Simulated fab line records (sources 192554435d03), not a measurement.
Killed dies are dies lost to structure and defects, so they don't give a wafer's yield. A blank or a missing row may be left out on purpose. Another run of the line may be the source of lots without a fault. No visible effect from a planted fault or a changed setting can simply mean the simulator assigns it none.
Split-lot trial    flow n5Finfet    on a route of 1938 steps: 7 lots, 21 wafers read

== ON THE SPLIT ==
At N5_BEOL_M11_PEB_26 (peb time 60 s), the setting pebTimeS was moved away from the recipe's 60 s on 10 of the 21 wafers read, by -22.3% to +19.8%. For the rest of the wafers, this setting stayed at what the recipe calls for.

== FROM THE SPLIT ON TO THE READING: in between, the file shows 1 step ==
- N5_BEOL_M11_DEVELOP_27: develop time 30 s

== THE READING ==
Shown in nm: cdNm at N5_BEOL_M11_CD_MEAS_28, with target cd 70 nm. Fault-free wafers of this fab line usually give 69.5 nm, standard deviation 1.2 nm.

wafer   tool, chamber at the split  pebTimeS as run, s  against the recipe  cdNm, nm  against lot-mates on the recipe
L074.1  lithoTrack-02, 0            60                  recipe              68.7      -
L074.3  lithoTrack-02, 0            60                  recipe              69.0      -
L074.5  lithoTrack-02, 0            48.54               -19.1%              58.1      -10.7
L077.1  lithoTrack-04, 0            60                  recipe              68.7      -
L077.2  lithoTrack-04, 0            60                  recipe              71.5      -
L077.4  lithoTrack-04, 0            50.94               -15.1%              62.8      -7.3
L076.1  lithoTrack-01, 0            64.4                +7.3%               74.0      +3.1
L076.4  lithoTrack-01, 0            64.4                +7.3%               73.5      +2.6
L076.6  lithoTrack-01, 0            60                  recipe              70.9      -
L079.1  lithoTrack-04, 0            71.89               +19.8%              79.2      +9.7
L079.2  lithoTrack-04, 0            71.89               +19.8%              75.8      +6.3
L079.6  lithoTrack-04, 0            60                  recipe              69.5      -
L083.1  lithoTrack-04, 0            60                  recipe              70.0      -
L083.2  lithoTrack-04, 0            70.83               +18.0%              76.7      +6.7
L083.5  lithoTrack-04, 0            70.83               +18.0%              76.1      +6.1
L086.2  lithoTrack-02, 0            60                  recipe              69.0      -
L086.3  lithoTrack-02, 0            60                  recipe              68.3      -
L086.6  lithoTrack-02, 0            60                  recipe              69.4      -
L087.1  lithoTrack-01, 0            46.64               -22.3%              55.2      -13.1
L087.3  lithoTrack-01, 0            46.64               -22.3%              57.6      -10.7
L087.6  lithoTrack-01, 0            60                  recipe              68.3      -

FIT RESULTS
A straight line over all 21 wafers: cdNm changes by +0.492 nm for each +1% of pebTimeS; r = +0.97; the points scatter about the line by 1.5 nm.
The same after taking each lot's own level away (the mean of its wafers on the recipe; 21 wafers): +0.461 nm for each +1%; r = +0.98; scatter 1.2 nm.
Per that fit: largest pebTimeS move, reading shift of 10 nm.
From 68.30 to 70.90 nm: that is the span of the lots' own levels, equal to 2.2 times the standard deviation above.
The two slopes agree, so the slope changes little with the lot-to-lot level.
Check: -10.3 nm against its lot-mates is what the line predicts for one of the wafers moved furthest among these (-22.3%) when that wafer is left out of the fit. Against them it came out at -13.1 nm.

== THE OTHER SPLITS THESE WAFERS WENT THROUGH ==
These wafers also went through other splits before the reading. Each is held against what the fit with the lots' levels taken away leaves over:
other split on the same wafers  wafers away from the commonest value  r with cdNm (lot level and that fit taken away)
N5_BEOL_M10_COAT_60 spinRpm     3                                     -0.42
N5_BEOL_M11_DESCUM_16 timeS     13                                    +0.02
N5_BEOL_M11_COAT_63 spinRpm     6                                     -0.12
N5_BEOL_M11_COAT_22 spinRpm     5                                     +0.34

== FILE'S OWN FIT ==
cdNm changes by +0.47 nm for each +1% of pebTimeS, r = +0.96.
